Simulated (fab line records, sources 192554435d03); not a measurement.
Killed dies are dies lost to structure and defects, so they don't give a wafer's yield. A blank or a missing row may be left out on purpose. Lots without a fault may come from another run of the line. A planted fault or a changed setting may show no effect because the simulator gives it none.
Chamber matching | flow n5_finfet | N5_BEOL_M8_ETCH_65 on rie_diel-06: 4 sister chambers
The step etches SiARC in CF4, target depth 15.6 nm, time 26 s. 24 wafers are shown with their chamber, then 12 later ones without.

WAFERS WITH THEIR CHAMBER
wafer  | chamber | showerhead_plenum_p_Torr (Torr) | drypump_motor_current_A (A) | throttle_valve_pct (%)
L079.2 | 2       | 2.25                            | 5.5                         | 15.60
L079.3 | 1       | 2.06                            | 6.7                         | 15.68
L079.5 | 2       | 2.25                            | 5.5                         | 15.60
L081.2 | 0       | 2.26                            | 5.3                         | 15.49
L081.3 | 1       | 2.06                            | 6.7                         | 15.69
L081.5 | 3       | 2.24                            | 5.1                         | 15.49
L082.1 | 3       | 2.24                            | 5.1                         | 15.49
L082.2 | 2       | 2.25                            | 5.4                         | 15.62
L082.3 | 0       | 2.26                            | 5.3                         | 15.50
L082.4 | 1       | 2.06                            | 6.6                         | 15.71
L082.5 | 0       | 2.26                            | 5.3                         | 15.52
L082.6 | 1       | 2.06                            | 6.7                         | 15.69
L084.1 | 1       | 2.06                            | 6.7                         | 15.69
L084.2 | 3       | 2.24                            | 5.1                         | 15.51
L084.4 | 2       | 2.25                            | 5.4                         | 15.62
L085.2 | 0       | 2.26                            | 5.3                         | 15.51
L085.5 | 2       | 2.25                            | 5.4                         | 15.61
L085.6 | 3       | 2.24                            | 5.2                         | 15.51
L087.3 | 1       | 2.05                            | 6.6                         | 15.72
L087.4 | 0       | 2.25                            | 5.3                         | 15.53
L087.6 | 1       | 2.05                            | 6.6                         | 15.72
L089.4 | 3       | 2.23                            | 5.2                         | 15.52
L089.5 | 3       | 2.23                            | 5.1                         | 15.53
L089.6 | 2       | 2.24                            | 5.4                         | 15.64

SIGNATURES (means of the wafers above)
reading                  | chamber 0 | chamber 1 | chamber 2 | chamber 3 | scatter within a chamber
showerhead_plenum_p_Torr | 2.2580    | 2.0571    | 2.2483    | 2.2367    | 0.00469
drypump_motor_current_A  | 5.300     | 6.657     | 5.433     | 5.133     | 0.0468
throttle_valve_pct       | 15.5100   | 15.7000   | 15.6150   | 15.5083   | 0.0159
Rule: a wafer's distance from a chamber is the root of the sum, over the readings, of the square of ((its reading less the chamber's mean) divided by the reading's scatter). The wafer belongs to the nearest chamber; if the next one is less than 2 further off, it can't be placed. The scatter: the root of (the sum of the squares of (reading less its chamber's mean) over the shown wafers, divided by (wafers less chambers)).

WAFERS WITHOUT THEIR CHAMBER
wafer  | showerhead_plenum_p_Torr (Torr) | drypump_motor_current_A (A) | throttle_valve_pct (%)
L092.1 | 2.25                            | 5.3                         | 15.55
L092.3 | 2.05                            | 6.7                         | 15.72
L092.6 | 2.25                            | 5.3                         | 15.54
L096.1 | 2.05                            | 6.7                         | 15.75
L096.2 | 2.24                            | 5.4                         | 15.68
L096.3 | 2.23                            | 5.1                         | 15.57
L096.4 | 2.25                            | 5.3                         | 15.57
L096.5 | 2.05                            | 6.7                         | 15.77
L096.6 | 2.24                            | 5.4                         | 15.70
L097.1 | 2.23                            | 5.1                         | 15.59
L097.3 | 2.25                            | 5.3                         | 15.57
L097.5 | 2.24                            | 5.4                         | 15.69

WHICH CHAMBER EACH WENT THROUGH
wafer  | from the rows above          | in truth
L092.1 | can't be placed: 0 or 2      | 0
L092.3 | 1                            | 1
L092.6 | 0                            | 0
L096.1 | 1                            | 1
L096.2 | 2                            | 2
L096.3 | 3                            | 3
L096.4 | can't be placed: 2 or 0 or 3 | 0
L096.5 | 1                            | 1
L096.6 | 2                            | 2
L097.1 | 3                            | 3
L097.3 | can't be placed: 2 or 0 or 3 | 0
L097.5 | 2                            | 2
Placed correctly: 9 of 12. Can't be placed from these rows: 3 (the true chamber is among the candidates in 3). Placed wrongly: 0.
